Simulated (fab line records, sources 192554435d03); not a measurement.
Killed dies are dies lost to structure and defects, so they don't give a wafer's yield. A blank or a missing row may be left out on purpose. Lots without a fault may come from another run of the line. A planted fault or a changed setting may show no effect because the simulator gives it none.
A sampling plan put to the test | flow n5_finfet | one fab line, 32 faults that these records tell of, each judged on the records of the lots that it struck; 1 more is left out, because the records don't allow judging it
The plan is the line's own looks: the steps of the route at which a gauge or an inspection reads the wafer and doesn't change it. A look can be judged if struck wafers have a number there and the file gives its usual mean and standard deviation on fault-free wafers. Caught: at a look after the fault's first step, the mean of the struck wafers lies 4 or more of those standard deviations (sigma) from the usual mean. On the tool: the same test on the tool's own readings at the fault's steps. Another recipe on the struck wafers, or a record that is blank for them alone, also counts as caught.

THE FAULTS, as the simulator had put them in
1. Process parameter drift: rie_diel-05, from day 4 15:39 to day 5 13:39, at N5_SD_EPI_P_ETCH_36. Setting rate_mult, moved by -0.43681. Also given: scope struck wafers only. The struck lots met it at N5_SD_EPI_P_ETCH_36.
2. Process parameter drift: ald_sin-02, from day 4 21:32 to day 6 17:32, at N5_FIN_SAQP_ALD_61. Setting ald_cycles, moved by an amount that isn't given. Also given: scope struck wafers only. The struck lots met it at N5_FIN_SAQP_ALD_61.
3. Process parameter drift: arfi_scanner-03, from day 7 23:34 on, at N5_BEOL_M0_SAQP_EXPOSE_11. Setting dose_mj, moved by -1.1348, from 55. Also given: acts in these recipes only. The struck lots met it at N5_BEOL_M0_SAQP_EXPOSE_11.
4. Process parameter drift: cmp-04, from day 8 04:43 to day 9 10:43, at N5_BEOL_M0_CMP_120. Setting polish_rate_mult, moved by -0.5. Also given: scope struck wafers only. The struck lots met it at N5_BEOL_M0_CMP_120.
5. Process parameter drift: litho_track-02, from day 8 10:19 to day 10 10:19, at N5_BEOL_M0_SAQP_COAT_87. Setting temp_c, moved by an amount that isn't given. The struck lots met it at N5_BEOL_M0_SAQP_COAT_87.
6. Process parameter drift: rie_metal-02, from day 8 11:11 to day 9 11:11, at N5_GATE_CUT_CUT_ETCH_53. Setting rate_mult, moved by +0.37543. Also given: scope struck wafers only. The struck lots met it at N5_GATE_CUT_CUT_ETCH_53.
7. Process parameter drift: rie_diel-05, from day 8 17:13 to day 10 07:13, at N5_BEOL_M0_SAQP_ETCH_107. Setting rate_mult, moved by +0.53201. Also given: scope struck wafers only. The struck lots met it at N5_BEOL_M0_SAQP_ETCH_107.
8. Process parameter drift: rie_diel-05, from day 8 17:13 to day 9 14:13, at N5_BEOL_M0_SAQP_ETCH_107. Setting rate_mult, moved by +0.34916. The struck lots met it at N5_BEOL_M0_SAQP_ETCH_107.
9. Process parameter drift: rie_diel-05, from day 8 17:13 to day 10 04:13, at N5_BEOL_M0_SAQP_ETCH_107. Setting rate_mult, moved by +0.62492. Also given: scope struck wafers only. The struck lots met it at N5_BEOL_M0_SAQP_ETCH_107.
10. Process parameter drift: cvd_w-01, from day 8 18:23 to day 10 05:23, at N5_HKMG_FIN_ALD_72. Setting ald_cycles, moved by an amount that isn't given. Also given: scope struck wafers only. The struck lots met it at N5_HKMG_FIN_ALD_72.
11. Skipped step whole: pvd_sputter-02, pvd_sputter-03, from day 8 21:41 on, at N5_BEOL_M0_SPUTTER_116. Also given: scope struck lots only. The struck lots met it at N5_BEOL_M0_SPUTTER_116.
12. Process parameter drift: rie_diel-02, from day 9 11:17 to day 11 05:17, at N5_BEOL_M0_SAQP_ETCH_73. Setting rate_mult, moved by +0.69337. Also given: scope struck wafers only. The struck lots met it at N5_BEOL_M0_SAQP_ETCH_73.
13. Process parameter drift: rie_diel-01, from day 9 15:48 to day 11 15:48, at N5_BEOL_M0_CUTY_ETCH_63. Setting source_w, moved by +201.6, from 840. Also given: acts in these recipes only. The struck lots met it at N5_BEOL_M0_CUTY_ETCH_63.
14. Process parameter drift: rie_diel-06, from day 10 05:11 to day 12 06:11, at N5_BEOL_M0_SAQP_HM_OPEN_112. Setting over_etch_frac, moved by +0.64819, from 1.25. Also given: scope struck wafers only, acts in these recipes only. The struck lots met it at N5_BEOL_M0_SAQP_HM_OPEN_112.
15. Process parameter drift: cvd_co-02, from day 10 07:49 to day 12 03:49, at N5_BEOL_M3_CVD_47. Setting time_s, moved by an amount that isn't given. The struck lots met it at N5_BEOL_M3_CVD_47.
16. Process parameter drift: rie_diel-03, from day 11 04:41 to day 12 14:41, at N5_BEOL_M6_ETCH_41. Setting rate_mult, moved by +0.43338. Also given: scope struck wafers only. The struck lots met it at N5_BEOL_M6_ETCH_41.
17. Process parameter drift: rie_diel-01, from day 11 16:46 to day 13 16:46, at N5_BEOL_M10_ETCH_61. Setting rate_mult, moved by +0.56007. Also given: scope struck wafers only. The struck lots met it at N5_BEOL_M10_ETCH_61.
18. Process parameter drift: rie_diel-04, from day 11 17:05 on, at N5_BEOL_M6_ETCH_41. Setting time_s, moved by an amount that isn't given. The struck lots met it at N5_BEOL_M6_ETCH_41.
19. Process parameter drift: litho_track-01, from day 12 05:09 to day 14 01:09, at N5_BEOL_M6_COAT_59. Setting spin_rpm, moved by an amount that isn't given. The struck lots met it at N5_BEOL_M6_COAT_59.
20. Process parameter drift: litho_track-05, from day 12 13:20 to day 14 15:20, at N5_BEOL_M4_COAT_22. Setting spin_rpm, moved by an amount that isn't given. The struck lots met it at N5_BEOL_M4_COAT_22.
21. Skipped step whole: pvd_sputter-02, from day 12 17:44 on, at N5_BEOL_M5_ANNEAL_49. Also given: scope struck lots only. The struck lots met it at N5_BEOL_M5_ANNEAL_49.
22. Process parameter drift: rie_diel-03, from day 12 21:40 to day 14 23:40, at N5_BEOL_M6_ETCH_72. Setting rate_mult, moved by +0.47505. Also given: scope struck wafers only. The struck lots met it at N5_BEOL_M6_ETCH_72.
23. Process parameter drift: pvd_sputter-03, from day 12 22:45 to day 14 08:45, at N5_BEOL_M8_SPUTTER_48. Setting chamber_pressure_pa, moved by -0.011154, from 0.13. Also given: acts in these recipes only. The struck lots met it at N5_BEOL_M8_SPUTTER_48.
24. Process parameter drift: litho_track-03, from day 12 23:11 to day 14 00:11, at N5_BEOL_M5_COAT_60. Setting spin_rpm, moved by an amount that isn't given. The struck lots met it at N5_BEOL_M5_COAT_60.
25. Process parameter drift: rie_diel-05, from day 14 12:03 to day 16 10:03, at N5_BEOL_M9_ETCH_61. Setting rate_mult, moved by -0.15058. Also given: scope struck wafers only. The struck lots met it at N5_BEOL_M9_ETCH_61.
26. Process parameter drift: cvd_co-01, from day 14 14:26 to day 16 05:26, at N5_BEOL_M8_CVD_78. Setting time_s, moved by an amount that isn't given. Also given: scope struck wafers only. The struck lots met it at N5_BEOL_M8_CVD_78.
27. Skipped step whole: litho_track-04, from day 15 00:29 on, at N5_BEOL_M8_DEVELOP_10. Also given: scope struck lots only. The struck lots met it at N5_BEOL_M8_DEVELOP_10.
28. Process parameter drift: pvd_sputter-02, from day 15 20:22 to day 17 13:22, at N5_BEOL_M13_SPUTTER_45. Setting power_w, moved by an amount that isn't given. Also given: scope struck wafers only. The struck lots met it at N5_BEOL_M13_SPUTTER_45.
29. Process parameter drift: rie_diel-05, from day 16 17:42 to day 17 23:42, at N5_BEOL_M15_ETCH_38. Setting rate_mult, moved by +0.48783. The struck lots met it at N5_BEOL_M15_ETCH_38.
30. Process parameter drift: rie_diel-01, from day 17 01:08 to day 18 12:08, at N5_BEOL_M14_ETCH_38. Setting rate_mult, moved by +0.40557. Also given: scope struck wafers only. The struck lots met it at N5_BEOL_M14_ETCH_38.
31. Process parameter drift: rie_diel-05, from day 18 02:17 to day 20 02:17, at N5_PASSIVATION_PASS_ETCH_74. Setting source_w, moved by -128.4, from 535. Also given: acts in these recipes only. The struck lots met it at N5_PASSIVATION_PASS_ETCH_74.
32. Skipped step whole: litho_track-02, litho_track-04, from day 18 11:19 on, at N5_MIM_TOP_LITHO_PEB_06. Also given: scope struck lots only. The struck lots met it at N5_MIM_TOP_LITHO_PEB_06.

WHAT THE PLAN SAW
fault | on the tool itself                               | first look that catches it                      | reading, sigma                 | median hours from its first step to that look | hours from the fault's start to the first struck lot there | judged looks passed uncaught
1     | etch_rf_on_time_s +28 sigma                      | none of the 2 looks that can be judged after it | -                              | -                                             | -                                                          | 2
2     | under 2 sigma                                    | not the one look that can be judged after it    | -                              | -                                             | -                                                          | 1
3     | exposure_dose_mJ_cm2 -5.4 sigma                  | not the one look that can be judged after it    | -                              | -                                             | -                                                          | 1
4     | barrier_field_endpoint_s +26 sigma               | N5_BEOL_M0_INSPECT_127                          | raw_defect_count +99 or beyond | 0.6                                           | 10                                                         | 0
5     | plate_temp_C -14 sigma                           | not the one look that can be judged after it    | -                              | -                                             | -                                                          | 1
6     | etch_rf_on_time_s -11 sigma                      | not the one look that can be judged after it    | -                              | -                                             | -                                                          | 1
7     | oes_product_au +4.2 sigma                        | not the one look that can be judged after it    | -                              | -                                             | -                                                          | 1
8     | only faintly: oes_product_au +3.0 sigma          | not the one look that can be judged after it    | -                              | -                                             | -                                                          | 1
9     | oes_product_au +4.7 sigma                        | not the one look that can be judged after it    | -                              | -                                             | -                                                          | 1
10    | under 2 sigma                                    | none of the 2 looks that can be judged after it | -                              | -                                             | -                                                          | 2
11    | the tool's record is blank for the struck wafers | not the one look that can be judged after it    | -                              | -                                             | -                                                          | 1
12    | etch_rf_on_time_s -14 sigma                      | none of the 2 looks that can be judged after it | -                              | -                                             | -                                                          | 2
13    | rf_fwd_power_W +70 sigma                         | not the one look that can be judged after it    | -                              | -                                             | -                                                          | 1
14    | under 2 sigma                                    | none of the 2 looks that can be judged after it | -                              | -                                             | -                                                          | 2
15    | run_length_s -99 or beyond sigma                 | not the one look that can be judged after it    | -                              | -                                             | -                                                          | 1
16    | only faintly: oes_product_au +3.2 sigma          | no look after it can be judged                  | -                              | -                                             | -                                                          | 0
17    | etch_rf_on_time_s -15 sigma                      | no look after it can be judged                  | -                              | -                                             | -                                                          | 0
18    | run_length_s +15 sigma                           | no look after it can be judged                  | -                              | -                                             | -                                                          | 0
19    | spin_speed_rpm -99 or beyond sigma               | no look after it can be judged                  | -                              | -                                             | -                                                          | 0
20    | spin_speed_rpm -99 or beyond sigma               | none of the 2 looks that can be judged after it | -                              | -                                             | -                                                          | 2
21    | the tool's record is blank for the struck wafers | no look after it can be judged                  | -                              | -                                             | -                                                          | 0
22    | etch_rf_on_time_s -11 sigma                      | no look after it can be judged                  | -                              | -                                             | -                                                          | 0
23    | chamber_pressure_pa -39 sigma                    | no look after it can be judged                  | -                              | -                                             | -                                                          | 0
24    | spin_speed_rpm +55 sigma                         | no look after it can be judged                  | -                              | -                                             | -                                                          | 0
25    | etch_rf_on_time_s +6.0 sigma                     | no look after it can be judged                  | -                              | -                                             | -                                                          | 0
26    | run_length_s -99 or beyond sigma                 | no look after it can be judged                  | -                              | -                                             | -                                                          | 0
27    | the tool's record is blank for the struck wafers | no look after it can be judged                  | -                              | -                                             | -                                                          | 0
28    | cathode_dc_power_W +99 or beyond sigma           | no look after it can be judged                  | -                              | -                                             | -                                                          | 0
29    | only faintly: oes_product_au +3.6 sigma          | no look after it can be judged                  | -                              | -                                             | -                                                          | 0
30    | only faintly: oes_product_au +3.5 sigma          | no look after it can be judged                  | -                              | -                                             | -                                                          | 0
31    | rf_fwd_power_W -70 sigma                         | no look after it can be judged                  | -                              | -                                             | -                                                          | 0
32    | no reading that can be judged                    | no look after it can be judged                  | -                              | -                                             | -                                                          | 0
A dash: the fault isn't caught, or these records don't give the number.

Caught at a look: 1 of 32. Caught on the tool: 24 of 32. By one or the other: 24 of 32.
Caught on the tool alone: faults 1, 3, 5, 6, 7, 9, 11, 12, 13, 15, 17, 18, 19, 20, 21, 22, 23, 24, 25, 26, 27, 28, 31.
Caught by neither: faults 2, 8, 10, 14, 16, 29, 30, 32.

THINNER SAMPLING
If the look that catches a fault measured only every second or every third lot, by lot number, the first struck lot would be measured this late in the worst case:
fault | struck lots at that look, in order of time | every lot | every second lot | every third lot
4     | L330                                       | 10 h      | may miss it      | may miss it
Hours are from the fault's start to the first struck lot that is measured. The limit of 4 sigma was tested on all struck wafers together, so one lot alone may lie under it. Other struck lots may not be in these records.

THE LONGEST TIMED WAY FROM STEP TO LOOK
Fault 4: a median of 0.6 hours passes between N5_BEOL_M0_CMP_120 and N5_BEOL_M0_INSPECT_127. No look between them can be judged.
